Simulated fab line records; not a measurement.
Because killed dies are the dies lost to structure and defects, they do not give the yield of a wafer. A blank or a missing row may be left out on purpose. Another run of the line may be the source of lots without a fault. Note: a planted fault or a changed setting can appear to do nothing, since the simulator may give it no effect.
Split-lot experiment -- flow n5-finfet -- 7 lots, 21 wafers read, on a route of 1938 steps

ON THE SPLIT
At N5_BEOL_M0_SAQP_PECVD_96 (deposits a-Si from SiH4/He, target thk 45 nm, time 45.2 s), the setting time-s was moved away from the recipe's 45.2 s on 9 of the 21 wafers read, by -13.5% to +14.9%. For the rest of the wafers, this setting stayed at what the recipe calls for.

FROM THE SPLIT TO THE READING: what the file shows between them, 4 steps
- N5_BEOL_M0_SAQP_PECVD_97: deposits SiNx from SiH4/NH3/N2, target thk 23 nm, time 19.9 s
- N5_BEOL_M0_SAQP_PECVD_04: deposits a-Si from SiH4/He, target thk 60 nm, time 60.2 s
- N5_BEOL_M0_SAQP_ETCH_101: etches SiNx in CH3F/O2, target depth 29.9 nm, time 42.7 s
- N5_BEOL_M0_SAQP_ETCH_102: etches SiO2 in CF4, target depth 4 nm, time 4.4 s

THE READING
oes-product-au, in a.u., at N5_BEOL_M0_SAQP_MANDREL_ETCH_103 (etches a-Si in HBr/Cl2, stops on SiCN, target depth 45 nm, bt time 10 s, time 27 s). On this fab line, fault-free wafers typically give 0.681 a.u. with a standard deviation of 0.0098 a.u.

wafer,"tool, chamber at the split","time-s as run, s",against the recipe,"oes-product-au, a.u.",against lot-mates on the recipe
L075.1,"pecvd-04, 1",45.2,recipe,0.653,-
L075.2,"pecvd-04, 2",39.1,-13.5%,0.637,-0.016
L075.4,"pecvd-04, 0",39.1,-13.5%,0.630,-0.023
L081.1,"pecvd-02, 1,0",45.2,recipe,0.665,-
L081.3,"pecvd-02, 1,0",45.2,recipe,0.665,-
L081.6,"pecvd-02, 0",51.95,+14.9%,0.735,+0.070
L083.2,"pecvd-02, 1",51.71,+14.4%,0.746,+0.058
L083.5,"pecvd-02, 1",45.2,recipe,0.685,-
L083.6,"pecvd-02, 2",45.2,recipe,0.691,-
L084.1,"pecvd-03, 0",50.17,+11.0%,0.733,+0.052
L084.2,"pecvd-03, 1",50.17,+11.0%,0.722,+0.041
L084.4,"pecvd-03, 0",45.2,recipe,0.681,-
L085.4,"pecvd-02, 1",45.2,recipe,0.691,-
L085.5,"pecvd-02, 0",45.2,recipe,0.682,-
L085.6,"pecvd-02, 2",45.2,recipe,0.677,-
L089.3,"pecvd-04, 0",45.2,recipe,0.669,-
L089.4,"pecvd-04, 2",50.59,+11.9%,0.733,+0.062
L089.5,"pecvd-04, 0",45.2,recipe,0.672,-
L091.1,"pecvd-03, 0",49.43,+9.4%,0.706,+0.016
L091.3,"pecvd-03, 2",49.43,+9.4%,0.722,+0.032
L091.5,"pecvd-03, 2",45.2,recipe,0.690,-
Where a row lists several chambers, the file gives one row for several wafers and doesn't say which wafer went through which chamber.

FIT RESULTS
A straight line over all 21 wafers: oes-product-au changes by +0.00397 a.u. for each +1% of time-s; r = +0.95; the points scatter about the line by 0.011 a.u.
The same after taking each lot's own level away (the mean of its wafers on the recipe; 21 wafers): +0.00319 a.u. for each +1%; r = +0.92; scatter 0.011 a.u.
Per that fit: largest time-s move, reading shift of 0.048 a.u.
The lots' own levels span 0.6530 to 0.6900 a.u., that is 3.8 times the standard deviation above.
Thus the slope moves with the lot-to-lot level: the two fits are different.
Check: with one of the wafers moved furthest among these (+14.9%) left out of the fit, the line predicts +0.0497 a.u. for it against its lot-mates. It came out at +0.07 a.u. against them.

THE WHOLE CHAIN: every reading that the file lists as answering this split, in the file's order
step,what it does,reading,change (the file's fit),r (the file's)
N5_BEOL_M0_SAQP_PECVD_96,"deposits a-Si from SiH4/He, target thk 45 nm, time 45.2 s","a-Si_of_BEOL_M0_SAQP_PECVD_96.thk-nm (the simulator's own value, which no gauge read)",+0.435 nm for each +1% of the setting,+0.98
N5_BEOL_M0_SAQP_MANDREL_ETCH_103,"etches a-Si in HBr/Cl2, stops on SiCN, target depth 45 nm, bt time 10 s, time 27 s",oes-product-au,+0.00379 a.u. for each +1% of the setting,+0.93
N5_BEOL_M0_SAQP_MANDREL_ETCH_103,"etches a-Si in HBr/Cl2, stops on SiCN, target depth 45 nm, bt time 10 s, time 27 s","etch.depth-nm (the simulator's own value, which no gauge read)",+0.431 nm for each +1% of the setting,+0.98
N5_BEOL_M0_SAQP_SPACER2_ETCHBACK_27,"etches SiO2 in CHF3/O2, target depth 22.5 nm, time 11.25 s","a-Si_of_BEOL_M0_SAQP_PECVD_96.thk-nm (the simulator's own value, which no gauge read)",+0.436 nm for each +1% of the setting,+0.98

THE FILE'S OWN FIT
oes-product-au changes by +0.00379 a.u. for each +1% of time-s, r = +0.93.
